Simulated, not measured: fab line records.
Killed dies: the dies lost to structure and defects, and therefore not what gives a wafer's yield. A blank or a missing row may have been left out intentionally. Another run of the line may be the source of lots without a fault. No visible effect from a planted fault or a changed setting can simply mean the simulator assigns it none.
fab line records	flow n5Finfet
record: lots: 8	wafers: 24	lastDay: 16
route steps=1938 shown BEOL_M3@979 BEOL_M4@1111 PASSIVATION@1936
lots that met no fault: taken from a fault-free run of the same line
startH: the number of hours between the record's first day and the start of the first shown wafer of the lot	waitH: time in hours since the lot's previous step	" identical to the entry in the row above	L1.1+2: a single row standing in for several wafers	- no value, or no start given	* or withheld: withheld	< > ~ a bound
route shown NAME@n: names a module that has steps shown in the file, with the first one's number in the route	usual: mean and standard deviation over wafers with no fault	same: alike in all rows	chamber/n: place in a boat	sites: readings site by site	_std_site: their standard deviation	_edge_site: outer sites' mean less inner sites'	radiusMm: how far each site lies from the wafer's centre	mask NAME#n: copy n	behind: tool/chamber where the wafer was last shaped	hold: the reason the lot was held/the length of the hold in hours/how it ended	device: which transistor (n, p or np) failed to switch	end of line: the tests these same wafers got at the end of their route	a step with no rows: only its recipe	killed: the dies lost at the first sort to structure and to defects; this is not the yield of the wafer	map: a wafer's dies, marking killed ones x, the rest . and places with no die _
set.NAME: the run value of the setting; set.NAME@STEP: its run value at that earlier step	model.NAME: the simulator's own value behind a step, which no gauge read
the route's steps for a sample of lots (tables are steps, rows are wafers)
services: the hour from which a tool's chamber was out of use, counted from the record's first day as startH (under 0 if before that day), plus the number of hours and why
== steps ==
step: N5_BEOL_M3_STRIP_36
recipe: chemistry: N2/H2	powerW: 450	tempC: 40	pressureMtorr: 20	rfFrequencyHz: 6e+07	overashFraction: 0.3	biasPowerW: 7	h2Frac: 0.5	n2FlowSccm: 200	h2FlowSccm: 200
usual: drypumpMotorCurrentA: 5.7/0.41	oesProductAu: 0.78/0.092	rfVppV: 59.1/1.3	showerheadPlenumPTorr: 2.54/0.079	throttleValvePct: 23.62/0.21
lot.wafer	tool	chamber	startH	waitH	drypumpMotorCurrentA	oesProductAu	rfHoursCounterH	rfVppV	showerheadPlenumPTorr	throttleValvePct
L881.2	rieDiel-06	3	167.54	0.0	5.5	0.90	28	58.1	2.57	23.29
L881.3	"	1	"	"	5.5	0.68	235	57.7	2.52	23.58
L881.6	"	3	"	"	5.6	0.89	-	59.7	2.57	23.31
L883.3	rieDiel-02	2	188.46	0.0	5.8	0.73	194	60.6	2.64	23.87
L883.4	"	0	"	"	5.9	0.67	236	61.1	2.39	23.82
L883.6	"	0	"	"	5.9	0.68	-	58.4	2.39	23.81
L884.1	rieDiel-01	2	197.13	0.0	5.5	0.72	185	58.5	2.54	23.71
L884.4	"	3	"	"	5.9	0.82	106	59.1	2.64	23.39
L884.5	"	3	"	"	5.9	0.83	-	59.6	2.64	23.40
L891.2	rieDiel-06	3	235.50	0.0	5.5	0.85	54	57.1	2.56	23.35
L891.5	"	2	"	"	5.2	0.71	-	60.9	2.63	24.00
L891.6	"	1	"	"	5.5	0.97	-	59.0	2.51	23.31
L892.3	rieDiel-02	2	235.63	0.0	5.8	0.70	209	59.6	2.63	23.86
L892.4	"	1	"	"	5.2	0.75	-	59.4	2.43	23.43
L892.6	"	3	"	"	6.4	0.65	-	61.2	2.48	23.58
L893.3	rieDiel-01	0	248.49	0.0	5.4	0.77	104	59.0	2.54	23.61
L893.4	"	2	"	"	5.6	0.70	202	60.4	2.53	23.72
L893.6	"	0	"	"	5.3	0.77	-	61.8	2.54	23.66
L894.2	rieDiel-02	0	253.75	0.0	5.9	0.97	1	60.7	2.70	23.70
L894.4	"	1	"	"	5.2	0.74	186	58.5	2.43	23.46
L894.6	"	3	"	"	6.4	0.66	-	55.5	2.48	23.59
L896.2	rieDiel-02	1	262.36	0.0	5.2	0.73	189	59.5	2.43	23.43
L896.4	"	2	"	"	5.8	0.69	-	59.3	2.63	23.90
L896.6	"	0	"	"	5.9	0.95	-	58.6	2.70	23.71
step: N5_BEOL_M3_STRIP_97
recipe: chemistry: N2/H2	timeS: 10	powerW: 450	tempC: 40	pressureMtorr: 20	rfFrequencyHz: 6e+07	biasPowerW: 7	n2FlowSccm: 200	h2FlowSccm: 200
usual: drypumpMotorCurrentA: 5.7/0.41	oesProductAu: 0.78/0.093	rfVppV: 59.1/0.84	showerheadPlenumPTorr: 2.54/0.079	throttleValvePct: 23.62/0.21
lot.wafer	tool	chamber	startH	waitH	drypumpMotorCurrentA	oesProductAu	rfHoursCounterH	rfVppV	showerheadPlenumPTorr	throttleValvePct
L881.2	rieDiel-06	3	-	-	5.5	0.90	29	59.0	2.57	23.30
L881.3	"	1	"	"	5.5	0.66	235	58.4	2.52	23.60
L881.6	"	3	"	"	5.5	0.90	-	59.6	2.57	23.31
L883.3	rieDiel-02	2	-	-	5.7	0.72	194	60.2	2.64	23.86
L883.4	"	0	"	"	5.9	0.69	236	58.6	2.39	23.80
L883.6	"	0	"	"	5.9	0.68	-	57.4	2.39	23.82
L884.1	rieDiel-01	2	-	-	5.6	0.72	185	59.9	2.54	23.73
L884.4	"	3	"	"	5.9	0.82	106	58.3	2.64	23.39
L884.5	"	3	"	"	5.9	0.81	-	58.3	2.64	23.39
L891.2	rieDiel-06	3	-	-	5.5	0.87	54	60.8	2.56	23.33
L891.5	"	2	"	"	5.1	0.71	-	59.6	2.63	24.01
L891.6	"	1	"	"	5.5	0.98	-	60.4	2.51	23.32
L892.3	rieDiel-02	2	-	-	5.8	0.71	209	60.2	2.63	23.90
L892.4	"	1	"	"	5.2	0.75	-	58.4	2.43	23.43
L892.6	"	3	"	"	6.4	0.66	-	58.9	2.48	23.58
L893.3	rieDiel-01	0	-	-	5.3	0.78	104	60.8	2.54	23.62
L893.4	"	2	"	"	5.6	0.71	202	57.3	2.53	23.75
L893.6	"	0	"	"	5.3	0.78	-	59.8	2.54	23.61
L894.2	rieDiel-02	0	-	-	5.9	0.98	1	61.1	2.70	23.69
L894.4	"	1	"	"	5.2	0.74	186	59.5	2.43	23.44
L894.6	"	3	"	"	6.4	0.65	-	57.6	2.48	23.58
L896.2	rieDiel-02	1	-	-	5.2	0.74	189	58.9	2.43	23.46
L896.4	"	2	"	"	5.8	0.69	-	60.0	2.63	23.89
L896.6	"	0	"	"	5.9	0.96	-	58.7	2.70	23.68
step: N5_BEOL_M3_ALD_84
recipe: material: TaN	targetThkA: *	tempC: 275	aldPrecursorFamily: PDMAT	aldCoReactant: NH3	pressureTorr: 3	carrierFlowSccm: 1500	pulseTimeS: 2	purgeTimeS: 3	coReactantPurgeTimeS: 2	coReactantPulseTimeS: 3	aldCycles: 30	precursorVesselTempC: 75	precursorVesselPressureTorr: 26.25	precursorVesselCarrierSccm: 1000
usual: aldCycles: 30/0	heaterPowerW: 414/33
lot.wafer	tool	chamber	startH	waitH	aldCycles	heaterPowerW
L881.2	aldMetal-01	0	168.27	0.2	30	467
L881.3	"	1	"	"	30	387
L881.6	"	2	"	"	30	400
L883.3	aldMetal-01	3	189.22	0.0	30	379
L883.4	"	1	"	"	30	387
L883.6	"	1	"	"	30	392
L884.1	aldMetal-04	2	198.00	0.0	30	409
L884.4	"	1	"	"	30	404
L884.5	"	2	"	"	30	415
L891.2	aldMetal-01	1	236.61	0.0	30	386
L891.5	"	2	"	"	54	383
L891.6	"	3	"	"	30	381
L892.3	aldMetal-01	3	237.00	0.0	30	392
L892.4	"	1	"	"	54	394
L892.6	"	2	"	"	30	403
L893.3	aldMetal-04	2	249.33	0.1	30	417
L893.4	"	0	"	"	30	417
L893.6	"	2	"	"	30	405
L894.2	aldMetal-01	0	254.46	0.1	30	485
L894.4	"	1	"	"	54	408
L894.6	"	2	"	"	30	401
L896.2	aldMetal-04	0	263.20	0.1	30	403
L896.4	"	1	"	"	30	402
L896.6	"	3	"	"	30	478
step: N5_BEOL_M3_ANNEAL_87
recipe: tempC: 400	timeS: 240	ambient: vacuum
usual: heaterPowerW: 828/110
lot.wafer	tool	chamber	startH	waitH	heaterPowerW
L881.2	pvdSputter-03	-	170.99	0.0	723
L881.3	"	-	"	"	800
L881.6	"	-	"	"	742
L883.3	pvdSputter-03	-	190.59	0.0	804
L883.4	"	-	"	"	734
L883.6	"	-	"	"	817
L884.1	pvdSputter-01	-	199.20	0.0	881
L884.4	"	-	"	"	754
L884.5	"	-	"	"	798
L891.2	pvdSputter-02	-	237.84	0.0	864
L891.5	"	-	"	"	1069
L891.6	"	-	"	"	615
L892.3	pvdSputter-01	-	238.37	0.0	866
L892.4	"	-	"	"	867
L892.6	"	-	"	"	840
L893.3	pvdSputter-03	-	251.10	0.0	812
L893.4	"	-	"	"	729
L893.6	"	-	"	"	810
L894.2	pvdSputter-03	-	256.20	0.0	719
L894.4	"	-	"	"	786
L894.6	"	-	"	"	798
L896.2	pvdSputter-02	-	264.66	0.0	1041
L896.4	"	-	"	"	876
L896.6	"	-	"	"	609
step: N5_BEOL_M3_CMP_52
recipe: stopOn: SiOC	tOverpolishS: 6.8	downForcePsi: 1	platenRpm: 50	clearingPlatenDownForcePsi: 1.5	clearingPlatenRpm: 50	postCmpClean: cuAlkaline	targetThkNm: 40	clearingPlatenPadVelocityMS: 0.99484	padVelocityMS: 0.99484
usual: barrierFieldEndpointS: 24.7/0.61	motorCurrentA: 5.7/0.52
lot.wafer	tool	chamber	startH	waitH	barrierFieldEndpointS	motorCurrentA
L881.3	cmp-04	2	172.58	0.2	24.5	4.6
L881.2	"	3	"	"	24.7	6.2
L881.6	"	1	"	"	24.0	5.5
L883.3	cmp-04	2	192.12	0.2	24.0	4.8
L883.4	"	0	"	"	23.3	5.0
L883.6	"	3	"	"	25.3	6.6
L884.4	cmp-02	0	200.75	0.2	24.6	5.4
L884.1	"	2	"	"	24.4	6.4
L884.5	"	0	"	"	24.6	5.5
L891.2	cmp-04	2	239.43	0.3	23.9	4.7
L891.5	"	0	"	"	26.1	5.0
L891.6	"	1	"	"	24.3	5.5
L892.4	cmp-02	3	239.88	0.1	27.1	5.6
L892.3	"	1	"	"	24.3	6.2
L892.6	"	3	"	"	24.9	5.7
L893.4	cmp-02	3	252.61	0.1	25.2	5.8
L893.3	"	0	"	"	25.1	5.7
L893.6	"	3	"	"	24.5	5.9
L894.2	cmp-03	1	257.96	0.2	25.6	6.4
L894.4	"	2	"	"	26.5	5.9
L894.6	"	1	"	"	25.3	6.2
L896.2	cmp-04	0	267.07	0.2	24.2	5.2
L896.4	"	1	"	"	24.6	5.2
L896.6	"	0	"	"	24.4	4.7
step: N5_BEOL_M4_RC_MEAS_101
usual: CHAIN_V2: 230/9.3	CHAIN_V2_max_site: 238/10	DIBL_N: 36.5/1.8	DIBL_P: 36.5/2.1	IOFF_N: 0.17/0.031	IOFF_P: 0.22/0.036	ION_N: 677/11	ION_P: 463/8	SERP_M3: 193/14	SERP_M3_max_site: 204/16	SS_N: 71.6/0.61	SS_P: 73.3/0.63	VT_N: 249/3.1	VT_P: -250/3.3
lot.wafer	tool	chamber	startH	waitH	CHAIN_V2[ohm/link]	CHAIN_V2_max_site[ohm/link]	DIBL_N[mV/V]	DIBL_P[mV/V]	IOFF_N[nA/um]	IOFF_P[nA/um]	ION_N[uA/um]	ION_P[uA/um]	SERP_M3[ohm/um]	SERP_M3_max_site[ohm/um]	SS_N[mV/dec]	SS_P[mV/dec]	VT_N[mV]	VT_P[mV]
L881.2	prober-02	0	182.71	0.2	241	253	40.8	41.5	0.23	0.26	683	462	207	233	72.8	74.2	245	-250
L881.3	"	0	"	"	238	244	37.6	38.2	0.17	0.20	688	465	199	202	71.1	73.7	248	-253
L881.6	"	0	"	"	232	245	37.2	36.6	0.15	0.18	675	454	202	220	71.1	73.3	251	-255
L883.3	prober-01	0	202.24	0.3	219	226	38.5	38.5	0.21	0.26	694	476	201	208	72.0	73.7	242	-245
L883.4	"	0	"	"	223	237	34.7	34.7	0.14	0.20	681	468	181	202	71.0	72.8	250	-248
L883.6	"	0	"	"	224	235	36.1	35.5	0.15	0.20	679	469	169	187	71.7	73.1	250	-249
L884.1	prober-02	0	212.25	0.0	227	239	35.0	35.6	0.13	0.19	667	465	196	211	70.8	73.1	249	-251
L884.4	"	0	"	"	229	233	35.7	36.2	0.15	0.20	678	467	190	195	71.3	73.9	249	-253
L884.5	"	0	"	"	217	225	33.9	34.9	0.13	0.18	675	463	181	191	70.9	72.5	251	-251
L891.2	prober-02	0	247.60	0.2	224	231	38.1	37.8	0.17	0.20	675	452	209	220	72.2	73.4	251	-251
L891.5	"	0	"	"	432	441	38.4	38.9	0.19	0.23	684	464	279	301	72.9	74.0	248	-251
L891.6	"	0	"	"	222	227	34.5	34.7	0.12	0.16	672	462	193	197	71.4	73.6	252	-255
L892.3	prober-01	0	252.93	0.3	212	215	35.1	35.0	0.14	0.20	675	470	171	176	71.0	72.8	250	-250
L892.4	"	0	"	"	436	458	37.4	38.1	0.18	0.25	676	462	295	329	71.0	73.8	248	-248
L892.6	"	0	"	"	220	227	35.0	35.1	0.14	0.21	684	471	175	180	71.4	72.9	249	-249
L893.3	prober-01	0	265.26	0.3	223	230	38.7	39.2	0.20	0.24	682	463	193	202	71.7	74.4	247	-250
L893.4	"	0	"	"	235	245	36.5	36.5	0.16	0.19	671	458	195	209	71.4	73.7	250	-252
L893.6	"	0	"	"	223	234	37.8	38.0	0.18	0.21	691	462	196	211	71.4	73.2	250	-254
L894.2	prober-01	0	271.61	0.2	230	238	36.3	36.7	0.15	0.20	667	456	199	205	71.2	72.9	251	-250
L894.4	"	0	"	"	432	459	35.7	34.7	0.13	0.17	663	460	276	314	70.9	72.3	252	-252
L894.6	"	0	"	"	217	230	38.1	38.7	0.18	0.23	690	463	175	183	71.9	73.2	249	-249
L896.2	prober-02	0	277.49	0.2	222	228	38.7	39.5	0.19	0.25	680	469	181	189	71.8	73.7	247	-249
L896.4	"	0	"	"	212	223	35.6	35.4	0.13	0.19	669	461	166	169	71.8	73.0	253	-252
L896.6	"	0	"	"	235	252	38.0	37.7	0.17	0.22	669	460	176	191	72.6	73.1	249	-249
sites CHAIN_V2 radiusMm=0,75,75,75,75,140,140,140,140
L881.2 253 241 242 244 247 213 224 229 222
L883.3 215 210 224 219 218 224 226 218 222
L884.1 226 227 231 237 223 239 227 231 226
L891.2 218 229 224 222 225 231 223 222 225
L892.3 205 213 215 211 214 211 212 214 211
L893.3 214 216 219 223 226 225 230 223 229
L894.2 226 230 238 228 237 227 233 223 230
L896.2 215 225 225 222 228 218 221 223 218
sites SERP_M3 radiusMm=0,75,75,75,75,140,140,140,140
L881.2 233 207 215 216 220 172 196 195 184
L883.3 188 187 203 198 190 203 208 201 201
L884.1 196 192 194 201 184 211 197 202 188
L891.2 202 212 210 206 209 220 204 203 210
L892.3 162 170 174 175 171 168 172 176 168
L893.3 178 186 190 193 193 202 201 202 199
L894.2 189 198 205 192 205 199 203 191 200
L896.2 170 178 181 175 186 179 189 185 188
step: N5_PASSIVATION_PROBE_49
usual: defectLimitedYield: 91.4/1.5	killed_at_M0_to_M3: 35/11	killed_at_M4_up: 16/7	killedAtContacts: 11/5.3	killedAtFrontEnd: 37/11	killedAtOther: 3.1/2.8	killedDies: 102/18	killedOnRim: 13/3.7	killedOpen: 69/15	killedShort: 31/7.8	sort_bin_5_function: 5.1/1.1	sort_bin_6_memory: 3.2/0.69	sort_bin_8_speed: 0.00/0.016	sortNPass: 1078/18
same: grossDies: 1180	killedAtBackSide: 0	sort_bin_4_leakage[%]: 0
lot.wafer	tool	chamber	startH	waitH	defectLimitedYield[%]	killed_at_M0_to_M3	killed_at_M4_up	killedAtContacts	killedAtFrontEnd	killedAtOther	killedDies	killedOnRim	killedOpen	killedShort	sort_bin_5_function[%]	sort_bin_6_memory[%]	sort_bin_8_speed[%]	sortNPass
L881.2	prober-01	-	295.61	0.1	90.7	24	23	14	47	2	110	15	71	36	5.3	3.3	0	1070
L881.3	prober-01	-	295.66	0.1	91.3	27	9	17	47	3	103	13	71	32	5.3	3.0	0	1077
L881.6	prober-01	-	295.81	0.3	90.4	21	28	7	53	4	113	16	74	37	6.3	3.1	0	1067
L883.3	prober-01	-	303.29	0.1	92.8	21	18	12	30	4	85	10	62	18	3.6	3.4	0	1095
L883.4	prober-01	-	303.34	0.2	89.2	41	34	12	38	2	127	21	83	43	6.3	4.1	0	1053
L883.6	prober-01	-	303.44	0.3	91.8	31	22	12	32	0	97	14	63	29	5.1	2.8	0	1083
L884.1	prober-02	-	318.08	0.0	93.4	33	7	7	31	0	78	10	55	22	4.1	2.4	0	1102
L884.4	prober-02	-	318.23	0.2	94.0	34	6	8	23	0	71	9	39	32	3.7	2.0	0	1109
L884.5	prober-02	-	318.28	0.2	92.4	27	4	17	40	2	90	8	58	27	4.3	2.5	0	1090
L891.2	prober-02	-	350.84	0.1	89.4	46	29	13	35	2	125	16	83	42	5.9	4.4	0	1055
L891.5	prober-02	-	350.99	0.2	90.9	36	26	7	34	4	107	8	74	31	4.7	3.6	0.17	1073
L891.6	prober-02	-	351.04	0.3	91.0	53	16	6	31	0	106	14	77	29	4.9	3.8	0	1074
L892.3	prober-01	-	356.70	0.1	90.7	52	19	7	29	3	110	13	65	42	6.3	2.9	0	1070
L892.4	prober-01	-	356.75	0.2	92.6	35	13	11	27	1	87	8	55	24	3.6	3.1	0.51	1093
L892.6	prober-01	-	356.85	0.3	89.9	34	29	8	44	4	119	21	91	28	5.8	4.2	0	1061
L893.3	prober-01	-	373.73	0.1	90.2	41	19	12	28	16	116	12	75	41	5.8	3.7	0	1064
L893.4	prober-01	-	373.78	0.2	89.7	55	10	17	35	5	122	18	75	47	6.6	3.3	0	1058
L893.6	prober-01	-	373.88	0.3	91.5	43	15	10	28	4	100	13	65	33	4.5	3.8	0	1080
L894.2	prober-02	-	380.70	0.1	93.1	27	11	3	37	3	81	11	52	29	4.2	2.5	0	1099
L894.4	prober-02	-	380.80	0.2	91.4	35	21	1	41	3	101	21	69	30	5.4	2.9	0.08	1079
L894.6	prober-02	-	380.90	0.3	91.5	34	18	6	39	3	100	12	73	27	5.8	2.6	0	1080
L896.2	prober-01	-	390.83	0.1	91.3	44	11	11	33	4	103	15	71	32	4.7	3.6	0	1077
L896.4	prober-01	-	390.93	0.2	93.9	27	10	9	19	7	72	13	52	20	4.2	1.4	0	1108
L896.6	prober-01	-	391.03	0.3	92.7	16	17	17	34	2	86	15	57	28	4.2	3.0	0	1094
killed by level:class
L881.2 BEOL_M4:geometricParticle:open=12 BEOL_M3:geometricParticle:open=12 MOL_CONTACT_COAG:geometricParticle:open=11 FIN_SAQP:geometricParticle:open=7 DUMMY_GATE:geometricParticle:open=6 GATE_CUT:geometricParticle:short=6 FIN_SAQP:geometricParticle:short=5 ILD0:geometricParticle:short=5
L881.3 MOL_CONTACT_COAG:geometricParticle:open=12 FIN_SAQP:geometricParticle:open=9 GATE_CUT:geometricParticle:short=7 STI_FIN_REVEAL:geometricParticle:open=6 ILD0:geometricParticle:open=6 BEOL_M0_SAQP:geometricParticle:open=6 GATE_CUT:geometricParticle:open=5 MOL_CONTACT_COAG:geometricParticle:short=5
L881.6 BEOL_M4:geometricParticle:open=15 FIN_SAQP:geometricParticle:open=10 FIN_SAQP:geometricParticle:short=8 STI_FIN_REVEAL:geometricParticle:open=7 DUMMY_GATE:geometricParticle:open=7 BEOL_M3:geometricParticle:open=7 GATE_CUT:geometricParticle:open=5 BEOL_M3:geometricParticle:short=5
L883.3 MOL_CONTACT_COAG:geometricParticle:open=11 FIN_SAQP:geometricParticle:open=7 BEOL_M4:geometricParticle:open=6 STI_FIN_REVEAL:geometricParticle:open=5 BEOL_M0_SAQP:geometricParticle:open=5 BEOL_M1:geometricParticle:open=5 GATE_CUT:geometricParticle:open=4 BEOL_M5:geometricParticle:open=4
L883.4 BEOL_M2:geometricParticle:open=10 BEOL_M4:geometricParticle:open=9 FIN_SAQP:geometricParticle:open=8 MOL_CONTACT_COAG:geometricParticle:open=8 BEOL_M0:geometricParticle:open=7 FIN_SAQP:geometricParticle:short=6 BEOL_M0_SAQP:geometricParticle:short=6 BEOL_M8:geometricParticle:open=6
L883.6 MOL_CONTACT_COAG:geometricParticle:open=9 BEOL_M0_SAQP:geometricParticle:open=7 BEOL_M1:geometricParticle:open=7 ILD0:geometricParticle:short=6 BEOL_M2:geometricParticle:open=6 STI_FIN_REVEAL:geometricParticle:open=5 BEOL_M4:geometricParticle:open=5 FIN_SAQP:geometricParticle:short=4
L884.1 STI_FIN_REVEAL:geometricParticle:open=9 MOL_CONTACT_COAG:geometricParticle:open=7 BEOL_M0_SAQP:geometricParticle:short=7 BEOL_M0_SAQP:geometricParticle:open=7 BEOL_M2:geometricParticle:open=6 FIN_SAQP:geometricParticle:short=5 BEOL_M3:geometricParticle:open=5 BEOL_M1:geometricParticle:open=4
L884.4 BEOL_M0_SAQP:geometricParticle:short=8 BEOL_M2:geometricParticle:open=7 FIN_SAQP:geometricParticle:short=6 MOL_CONTACT_COAG:geometricParticle:open=6 DUMMY_GATE:geometricParticle:open=4 BEOL_M1:geometricParticle:open=4 BEOL_M0_SAQP:geometricParticle:open=3 BEOL_M6:geometricParticle:open=3
L884.5 MOL_CONTACT_COAG:geometricParticle:open=13 STI_FIN_REVEAL:geometricParticle:open=12 DUMMY_GATE:geometricParticle:open=8 BEOL_M0_SAQP:geometricParticle:short=8 FIN_SAQP:geometricParticle:open=5 BEOL_M1:geometricParticle:open=5 HKMG_FIN:areaEtch=5 BEOL_M2:geometricParticle:open=4
L891.2 BEOL_M4:geometricParticle:open=14 BEOL_M3:geometricParticle:open=13 MOL_CONTACT_COAG:geometricParticle:open=10 BEOL_M1:geometricParticle:open=9 GATE_CUT:geometricParticle:short=8 BEOL_M0_SAQP:geometricParticle:open=8 BEOL_M0_SAQP:geometricParticle:short=8 FIN_SAQP:geometricParticle:short=6
L891.5 BEOL_M1:geometricParticle:open=13 BEOL_M4:geometricParticle:open=12 STARTING-WAFER:geometricParticle:open=8 GATE_CUT:geometricParticle:short=7 MOL_CONTACT_COAG:geometricParticle:open=6 BEOL_M0_SAQP:geometricParticle:short=6 BEOL_M3:geometricParticle:open=6 FIN_SAQP:geometricParticle:short=4
L891.6 BEOL_M1:geometricParticle:open=16 BEOL_M2:geometricParticle:open=12 FIN_SAQP:geometricParticle:open=8 BEOL_M0_SAQP:geometricParticle:short=8 FIN_SAQP:geometricParticle:short=6 BEOL_M3:geometricParticle:open=6 BEOL_M4:geometricParticle:open=6 MOL_CONTACT_COAG:geometricParticle:open=5
L892.3 BEOL_M0_SAQP:geometricParticle:short=19 BEOL_M0_SAQP:geometricParticle:open=13 BEOL_M1:geometricParticle:open=11 BEOL_M4:geometricParticle:open=9 STI_FIN_REVEAL:geometricParticle:open=6 MOL_CONTACT_COAG:geometricParticle:open=6 FIN_SAQP:geometricParticle:short=5 BEOL_M2:geometricParticle:open=5
L892.4 STI_FIN_REVEAL:geometricParticle:open=13 BEOL_M1:geometricParticle:open=9 MOL_CONTACT_COAG:geometricParticle:open=6 BEOL_M0_SAQP:geometricParticle:short=6 BEOL_M3:areaEcd=6 GATE_CUT:geometricParticle:open=5 BEOL_M0_SAQP:geometricParticle:open=5 MOL_CONTACT_COAG:geometricParticle:short=5
L892.6 BEOL_M4:geometricParticle:open=24 FIN_SAQP:geometricParticle:open=19 BEOL_M3:geometricParticle:open=7 FIN_SAQP:geometricParticle:short=6 BEOL_M1:geometricParticle:open=6 MOL_CONTACT_COAG:geometricParticle:open=5 BEOL_M0:geometricParticle:open=5 BEOL_M0_SAQP:geometricParticle:short=4
L893.3 MOL_CONTACT_COAG:geometricParticle:open=10 BEOL_M2:geometricParticle:open=9 BEOL_M3:geometricParticle:open=8 BEOL_M4:geometricParticle:open=7 FIN_SAQP:geometricParticle:open=6 DUMMY_GATE:geometricParticle:open=6 BEOL_M0_SAQP:geometricParticle:short=5 BEOL_M1:geometricParticle:open=5
L893.4 MOL_CONTACT_COAG:geometricParticle:open=17 BEOL_M3:geometricParticle:open=12 GATE_CUT:geometricParticle:short=11 BEOL_M0_SAQP:geometricParticle:short=11 BEOL_M2:geometricParticle:open=10 BEOL_M2:geometricParticle:short=7 FIN_SAQP:geometricParticle:open=5 BEOL_M1:geometricParticle:open=5
L893.6 BEOL_M3:geometricParticle:open=10 MOL_CONTACT_COAG:geometricParticle:open=8 BEOL_M2:geometricParticle:open=8 BEOL_M0_SAQP:geometricParticle:open=7 BEOL_M4:geometricParticle:open=6 BEOL_M1:geometricParticle:open=5 FIN_SAQP:geometricParticle:open=4 BEOL_M1:geometricParticle:short=4
L894.2 FIN_SAQP:geometricParticle:open=12 FIN_SAQP:geometricParticle:short=7 BEOL_M3:geometricParticle:open=6 BEOL_M1:geometricParticle:open=5 BEOL_M2:geometricParticle:open=5 BEOL_M4:geometricParticle:open=5 SPACER0:geometricParticle:short=4 BEOL_M2:geometricParticle:short=4
L894.4 FIN_SAQP:geometricParticle:open=17 BEOL_M4:geometricParticle:open=11 STI_FIN_REVEAL:geometricParticle:open=7 FIN_SAQP:geometricParticle:short=6 BEOL_M2:geometricParticle:short=6 BEOL_M2:geometricParticle:open=6 BEOL_M3:geometricParticle:open=6 BEOL_M1:geometricParticle:open=5
L894.6 BEOL_M3:geometricParticle:open=14 BEOL_M4:geometricParticle:open=14 FIN_SAQP:geometricParticle:short=10 FIN_SAQP:geometricParticle:open=9 DUMMY_GATE:geometricParticle:open=9 BEOL_M1:geometricParticle:open=4 STARTING-WAFER:geometricParticle:open=4 STI_FIN_REVEAL:geometricParticle:open=3
L896.2 STI_FIN_REVEAL:geometricParticle:open=11 BEOL_M0_SAQP:geometricParticle:short=11 MOL_CONTACT_COAG:geometricParticle:open=10 BEOL_M2:geometricParticle:open=9 BEOL_M0_SAQP:geometricParticle:open=8 BEOL_M3:geometricParticle:open=6 FIN_SAQP:geometricParticle:short=5 BEOL_M4:geometricParticle:open=5
L896.4 MOL_CONTACT_COAG:geometricParticle:open=8 BEOL_M0_SAQP:geometricParticle:open=7 BEOL_M4:geometricParticle:open=7 BEOL_M2:geometricParticle:open=5 BEOL_M0:geometricParticle:open=4 BEOL_M3:geometricParticle:open=4 FIN_SAQP:geometricParticle:open=3 FIN_SAQP:geometricParticle:short=3
L896.6 MOL_CONTACT_COAG:geometricParticle:open=12 FIN_SAQP:geometricParticle:short=6 STI_FIN_REVEAL:geometricParticle:open=6 FIN_SAQP:geometricParticle:open=5 DUMMY_GATE:geometricParticle:open=5 MOL_CONTACT_COAG:geometricParticle:short=5 BEOL_M4:geometricParticle:open=5 BEOL_M0_SAQP:geometricParticle:short=4
== services ==
tool	chamber	startH	hours	kind
rieDiel-06	2	162.47	4.1	repair
aldMetal-04	-	165.07	2.8	pm
rieDiel-01	-	165.45	15.6	pm
aldMetal-04	2	168.13	28.5	repair
cmp-04	-	175.32	3.3	pm
cmp-03	-	181.91	3.1	repair
cmp-04	-	207.03	0.2	repair
cmp-03	-	227.02	1.6	repair
rieDiel-02	0	230.12	-	clean
rieDiel-02	0	230.12	-	consumableReplace:focusRing
rieDiel-02	0	230.12	-	consumableReplace:showerhead
rieDiel-02	0	230.12	22.2	scheduledDown
rieDiel-02	0	230.12	22.2	ventCycle
cmp-02	-	231.24	1.0	repair
cmp-04	-	242.01	0.8	repair
cmp-04	-	243.86	0.6	repair
cmp-04	-	247.10	2.6	repair
rieDiel-06	1	250.77	15.2	repair
rieDiel-02	3	253.91	-	clean
rieDiel-02	3	253.91	-	consumableReplace:focusRing
rieDiel-02	3	253.91	32.5	scheduledDown
rieDiel-02	3	253.91	32.5	ventCycle
cmp-04	-	260.68	1.5	repair
cmp-02	-	263.74	0.5	repair
== key ==
firstSign: step: N5_BEOL_M3_ALD_84	reading: aldCycles	direction: up	sigmas: 99+	usual: *	struck: *
effect: step: N5_BEOL_M3_CMP_52	reading: barrierFieldEndpointS	direction: up	sigmas: 3	usual: 24.7	struck: 26.5
effect: step: N5_BEOL_M4_RC_MEAS_101	reading: CHAIN_V2	direction: up	sigmas: 22	usual: 230	struck: 434
effect: step: N5_BEOL_M4_RC_MEAS_101	reading: SERP_M3	direction: up	sigmas: 6.4	usual: 193	struck: 283
effect: step: N5_BEOL_M4_RC_MEAS_101	reading: CHAIN_V2_max_site	direction: up	sigmas: 21	usual: 238	struck: 453
effect: step: N5_BEOL_M4_RC_MEAS_101	reading: SERP_M3_max_site	direction: up	sigmas: 7.1	usual: 204	struck: 315
effect: step: N5_PASSIVATION_PROBE_49	reading: sort_bin_8_speed	direction: up	sigmas: 3	usual: 0.00	struck: 0.25	wafersMoved: 2
metAt N5_BEOL_M3_ALD_84
struckLots L891,L892,L894
struckWafers L891.5,L892.4,L894.4
notActingAt N5_BEOL_M3_STRIP_36,N5_BEOL_M3_STRIP_97,N5_BEOL_M3_ANNEAL_87
fault: kind: processParameterDrift	tool: aldMetal-01	chamber: -	onsetH: 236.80	steps: N5_BEOL_M3_ALD_84	channel: aldCycles	offset: *	shape: step	endH: 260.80	scope: struckWafersOnly	actsIn: *	stated: *
